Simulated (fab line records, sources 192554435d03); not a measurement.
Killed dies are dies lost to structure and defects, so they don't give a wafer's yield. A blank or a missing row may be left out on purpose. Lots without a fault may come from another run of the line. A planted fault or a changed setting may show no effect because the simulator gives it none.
Chamber matching | flow n5_finfet | N5_GATE_CUT_STRIP_59 on rie_diel-01: 4 sister chambers
The step strips in N2/H2, time 20 s. 20 wafers are shown with their chamber, then 10 later ones without.

WAFERS WITH THEIR CHAMBER
wafer  | chamber | showerhead_plenum_p_Torr (Torr) | throttle_valve_pct (%) | oes_product_au (a.u.)
L075.2 | 1       | 3.52                            | 11.78                  | 0.81
L075.5 | 0       | 3.58                            | 12.08                  | 0.86
L075.6 | 3       | 3.50                            | 12.23                  | 0.74
L081.1 | 0       | 3.57                            | 12.09                  | 0.83
L081.2 | 3       | 3.50                            | 12.24                  | 0.73
L081.3 | 2       | 3.25                            | 12.10                  | 0.75
L081.4 | 1       | 3.52                            | 11.82                  | 0.79
L081.5 | 0       | 3.57                            | 12.09                  | 0.84
L081.6 | 1       | 3.52                            | 11.80                  | 0.79
L083.2 | 2       | 3.25                            | 12.08                  | 0.74
L083.5 | 2       | 3.25                            | 12.08                  | 0.74
L083.6 | 1       | 3.51                            | 11.81                  | 0.79
L085.1 | 2       | 3.24                            | 12.11                  | 0.74
L085.2 | 1       | 3.51                            | 11.82                  | 0.78
L085.3 | 0       | 3.57                            | 12.12                  | 0.82
L085.4 | 1       | 3.51                            | 11.81                  | 0.79
L085.5 | 0       | 3.57                            | 12.12                  | 0.82
L085.6 | 2       | 3.24                            | 12.10                  | 0.74
L086.1 | 2       | 3.24                            | 12.09                  | 0.74
L086.2 | 1       | 3.51                            | 11.83                  | 0.79

SIGNATURES (means of the wafers above)
reading                  | chamber 0 | chamber 1 | chamber 2 | chamber 3 | scatter within a chamber
showerhead_plenum_p_Torr | 3.5720    | 3.5143    | 3.2450    | 3.5000    | 0.00501
throttle_valve_pct       | 12.1000   | 11.8100   | 12.0933   | 12.2350   | 0.0154
oes_product_au           | 0.8340    | 0.7914    | 0.7417    | 0.7350    | 0.0104
Rule: a wafer's distance from a chamber is the root of the sum, over the readings, of the square of ((its reading less the chamber's mean) divided by the reading's scatter). The wafer belongs to the nearest chamber; if the next one is less than 2 further off, it can't be placed. The scatter: the root of (the sum of the squares of (reading less its chamber's mean) over the shown wafers, divided by (wafers less chambers)).

WAFERS WITHOUT THEIR CHAMBER
wafer  | showerhead_plenum_p_Torr (Torr) | throttle_valve_pct (%) | oes_product_au (a.u.)
L086.3 | 3.57                            | 12.13                  | 0.83
L086.4 | 3.49                            | 12.29                  | 0.73
L086.5 | 3.49                            | 12.27                  | 0.73
L086.6 | 3.57                            | 12.14                  | 0.83
L089.1 | 3.49                            | 12.28                  | 0.72
L089.4 | 3.24                            | 12.11                  | 0.73
L089.5 | 3.49                            | 12.28                  | 0.72
L097.1 | 3.56                            | 12.17                  | 0.81
L097.3 | 3.23                            | 12.12                  | 0.73
L097.5 | 3.23                            | 12.14                  | 0.73

WHICH CHAMBER EACH WENT THROUGH
wafer  | from the rows above | in truth
L086.3 | 0                   | 0
L086.4 | 3                   | 3
L086.5 | 3                   | 3
L086.6 | 0                   | 0
L089.1 | 3                   | 3
L089.4 | 2                   | 2
L089.5 | 3                   | 3
L097.1 | 0                   | 0
L097.3 | 2                   | 2
L097.5 | 2                   | 2
Placed correctly: 10 of 10. Can't be placed from these rows: 0. Placed wrongly: 0.
